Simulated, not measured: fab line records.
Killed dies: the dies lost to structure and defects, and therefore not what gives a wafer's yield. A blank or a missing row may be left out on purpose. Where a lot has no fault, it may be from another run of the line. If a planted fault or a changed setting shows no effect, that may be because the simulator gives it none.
Shared-tool check :: flow nandHarc :: 12 lots and 36 wafers in the sample

== REASON FOR OPENING ==
Flagged at NHARC_P_GATE_CD_MEAS_59: reading cdNm, on 1 of 12 lots. Fault-free wafers read 720.3 nm, with a standard deviation of 2.3.
Rule: a lot gets a flag if all its wafers with a number sit over 4 standard deviations from that mean, or if no wafer of it has a number. All remaining lots are regarded as sound.

lot: L139
measured: day 7 01:54
on: cdSem-01
cdNm (nm), wafer by wafer: 721.2 716.8 720.2
flag: 

lot: L140
measured: day 7 09:14
on: cdSem-01
cdNm (nm), wafer by wafer: 719.8 718.8 722.4
flag: 

lot: L141
measured: day 7 23:23
on: cdSem-01
cdNm (nm), wafer by wafer: 723.1 718.1 723.9
flag: 

lot: L142
measured: day 8 01:16
on: cdSem-01
cdNm (nm), wafer by wafer: 721.4 719.8 720.8
flag: 

lot: L143
measured: day 8 16:26
on: cdSem-01
cdNm (nm), wafer by wafer: 722.0 723.2 721.5
flag: 

lot: L145
measured: day 9 13:34
on: cdSem-03
cdNm (nm), wafer by wafer: 721.2 721.1 722.5
flag: 

lot: L146
measured: day 10 04:21
on: cdSem-03
cdNm (nm), wafer by wafer: 763.6 758.5 761.2
flag: FLAGGED

lot: L147
measured: day 10 15:25
on: cdSem-03
cdNm (nm), wafer by wafer: 718.4 715.6 717.3
flag: 

lot: L149
measured: day 11 15:08
on: cdSem-03
cdNm (nm), wafer by wafer: 719.7 719.2 716.0
flag: 

lot: L156
measured: day 14 02:14
on: cdSem-02
cdNm (nm), wafer by wafer: 722.3 720.0 721.4
flag: 

lot: L157
measured: day 14 08:24
on: cdSem-03
cdNm (nm), wafer by wafer: 716.2 718.9 721.0
flag: 

lot: L158
measured: day 15 00:11
on: cdSem-02
cdNm (nm), wafer by wafer: 719.5 720.7 722.1
flag: 
The numbers of the flagged lots are 761.1 nm on average: +40.8 nm against the usual, or +18 standard deviations.

== WHICH TOOL RAN EACH LOT ==
3 process steps preceding the reading are held in the record, out of 1302 steps in the route. Each cell gives the tool, then ch followed by the chambers the sampled wafers passed through, then the start.
lot: L139
flag: 
NHARC_P_GATE_STRIP_108: rieDiel-09 ch 0,1,2, day 6 11:07
NHARC_P_GATE_STRIP_75: plasmaAsher-01 ch 0, day 7 01:06
NHARC_P_GATE_EXPOSE_56: krfScanner-02 ch 0, day 7 01:44

lot: L140
flag: 
NHARC_P_GATE_STRIP_108: rieDiel-02 ch 1,2, day 6 18:03
NHARC_P_GATE_STRIP_75: plasmaAsher-01 ch 0,1, day 7 08:20
NHARC_P_GATE_EXPOSE_56: krfScanner-04 ch 0, day 7 09:05

lot: L141
flag: 
NHARC_P_GATE_STRIP_108: rieDiel-04 ch 1,2,3, day 7 10:29
NHARC_P_GATE_STRIP_75: plasmaAsher-01 ch 0,1, day 7 22:26
NHARC_P_GATE_EXPOSE_56: krfScanner-02 ch 0, day 7 23:14

lot: L142
flag: 
NHARC_P_GATE_STRIP_108: rieDiel-02 ch 0,1,2, day 7 12:31
NHARC_P_GATE_STRIP_75: plasmaAsher-02 ch 0,1, day 8 00:29
NHARC_P_GATE_EXPOSE_56: krfScanner-02 ch 0, day 8 01:07

lot: L143
flag: 
NHARC_P_GATE_STRIP_108: rieDiel-02 ch 2,3, day 8 03:28
NHARC_P_GATE_STRIP_75: plasmaAsher-02 ch 0,1, day 8 15:31
NHARC_P_GATE_EXPOSE_56: krfScanner-01 ch 0, day 8 16:17

lot: L145
flag: 
NHARC_P_GATE_STRIP_108: rieDiel-09 ch 1,2, day 9 00:35
NHARC_P_GATE_STRIP_75: plasmaAsher-02 ch 0,1, day 9 12:40
NHARC_P_GATE_EXPOSE_56: krfScanner-04 ch 0, day 9 13:25

lot: L146
flag: FLAGGED
NHARC_P_GATE_STRIP_108: rieDiel-02 ch 0,1,2, day 9 15:25
NHARC_P_GATE_STRIP_75: plasmaAsher-02 ch 0,1, day 10 03:25
NHARC_P_GATE_EXPOSE_56: krfScanner-02 ch 0, day 10 04:11

lot: L147
flag: 
NHARC_P_GATE_STRIP_108: rieDiel-02 ch 0,1,3, day 9 20:14
NHARC_P_GATE_STRIP_75: plasmaAsher-02 ch 0,1, day 10 14:31
NHARC_P_GATE_EXPOSE_56: krfScanner-01 ch 0, day 10 15:16

lot: L149
flag: 
NHARC_P_GATE_STRIP_108: rieDiel-02 ch 0,1,2, day 11 00:04
NHARC_P_GATE_STRIP_75: plasmaAsher-01 ch 0,1, day 11 14:13
NHARC_P_GATE_EXPOSE_56: krfScanner-02 ch 0, day 11 14:59

lot: L156
flag: 
NHARC_P_GATE_STRIP_108: rieDiel-02 ch 0,2,3, day 13 13:14
NHARC_P_GATE_STRIP_75: plasmaAsher-01 ch 0,1, day 14 01:18
NHARC_P_GATE_EXPOSE_56: krfScanner-02 ch 0, day 14 02:04

lot: L157
flag: 
NHARC_P_GATE_STRIP_108: rieDiel-09 ch 0,2,3, day 13 19:37
NHARC_P_GATE_STRIP_75: plasmaAsher-02 ch 0,1, day 14 07:37
NHARC_P_GATE_EXPOSE_56: krfScanner-02 ch 0, day 14 08:14

lot: L158
flag: 
NHARC_P_GATE_STRIP_108: rieDiel-04 ch 0,2,3, day 14 11:23
NHARC_P_GATE_STRIP_75: plasmaAsher-01 ch 1, day 14 23:24
NHARC_P_GATE_EXPOSE_56: krfScanner-02 ch 0, day 15 00:02
What is done by these steps:
- NHARC_P_GATE_STRIP_108: strips in O2.
- NHARC_P_GATE_STRIP_75: strips in O2.
- NHARC_P_GATE_EXPOSE_56: exposes mask P PSD, target cd 720 nm.
- NHARC_P_GATE_CD_MEAS_59: target cd 720 nm.

== FLAGGED AGAINST TOTAL, ONE TOOL AT A TIME (gauges that did the reading follow at the end) ==
step: NHARC_P_GATE_STRIP_108
tool: rieDiel-02
lots run: 7
flagged: 1
share of the flagged lots: all
sound lots run after its first flagged lot: 3 (L147,L149,L156)

step: NHARC_P_GATE_STRIP_108
tool: rieDiel-04
lots run: 2
flagged: 0
share of the flagged lots: none
sound lots run after its first flagged lot: -

step: NHARC_P_GATE_STRIP_108
tool: rieDiel-09
lots run: 3
flagged: 0
share of the flagged lots: none
sound lots run after its first flagged lot: -

step: NHARC_P_GATE_STRIP_75
tool: plasmaAsher-01
lots run: 6
flagged: 0
share of the flagged lots: none
sound lots run after its first flagged lot: -

step: NHARC_P_GATE_STRIP_75
tool: plasmaAsher-02
lots run: 6
flagged: 1
share of the flagged lots: all
sound lots run after its first flagged lot: 2 (L147,L157)

step: NHARC_P_GATE_EXPOSE_56
tool: krfScanner-01
lots run: 2
flagged: 0
share of the flagged lots: none
sound lots run after its first flagged lot: -

step: NHARC_P_GATE_EXPOSE_56
tool: krfScanner-02
lots run: 8
flagged: 1
share of the flagged lots: all
sound lots run after its first flagged lot: 4 (L149,L156,L157,L158)

step: NHARC_P_GATE_EXPOSE_56
tool: krfScanner-04
lots run: 2
flagged: 0
share of the flagged lots: none
sound lots run after its first flagged lot: -

step: NHARC_P_GATE_CD_MEAS_59
tool: cdSem-01
lots run: 5
flagged: 0
share of the flagged lots: none
sound lots run after its first flagged lot: -

step: NHARC_P_GATE_CD_MEAS_59
tool: cdSem-02
lots run: 2
flagged: 0
share of the flagged lots: none
sound lots run after its first flagged lot: -

step: NHARC_P_GATE_CD_MEAS_59
tool: cdSem-03
lots run: 5
flagged: 1
share of the flagged lots: all
sound lots run after its first flagged lot: 3 (L147,L149,L157)

== WHAT THE TABLE PERMITS ==
4 rows of the table ran every flagged lot: rieDiel-02 at NHARC_P_GATE_STRIP_108, plasmaAsher-02 at NHARC_P_GATE_STRIP_75, krfScanner-02 at NHARC_P_GATE_EXPOSE_56, cdSem-03 at NHARC_P_GATE_CD_MEAS_59.
- rieDiel-02 at NHARC_P_GATE_STRIP_108: 1 of its 7 lots flagged. After the first flagged lot (L147, L149, L156), sound lots still ran on it; a lasting fault on the whole tool would not permit that.
- plasmaAsher-02 at NHARC_P_GATE_STRIP_75: 1 of its 6 lots flagged. After the first flagged lot (L147, L157), sound lots still ran on it; a lasting fault on the whole tool would not permit that.
- krfScanner-02 at NHARC_P_GATE_EXPOSE_56: 1 of its 8 lots flagged. After the first flagged lot (L149, L156, L157, L158), sound lots still ran on it; a lasting fault on the whole tool would not permit that.
- cdSem-03 at NHARC_P_GATE_CD_MEAS_59: 1 of its 5 lots flagged. After the first flagged lot (L147, L149, L157), sound lots still ran on it; a lasting fault on the whole tool would not permit that.
No row of the table ran every flagged lot and no sound lot after the first.

== WHAT WAS PUT IN BY THE SIMULATOR ==
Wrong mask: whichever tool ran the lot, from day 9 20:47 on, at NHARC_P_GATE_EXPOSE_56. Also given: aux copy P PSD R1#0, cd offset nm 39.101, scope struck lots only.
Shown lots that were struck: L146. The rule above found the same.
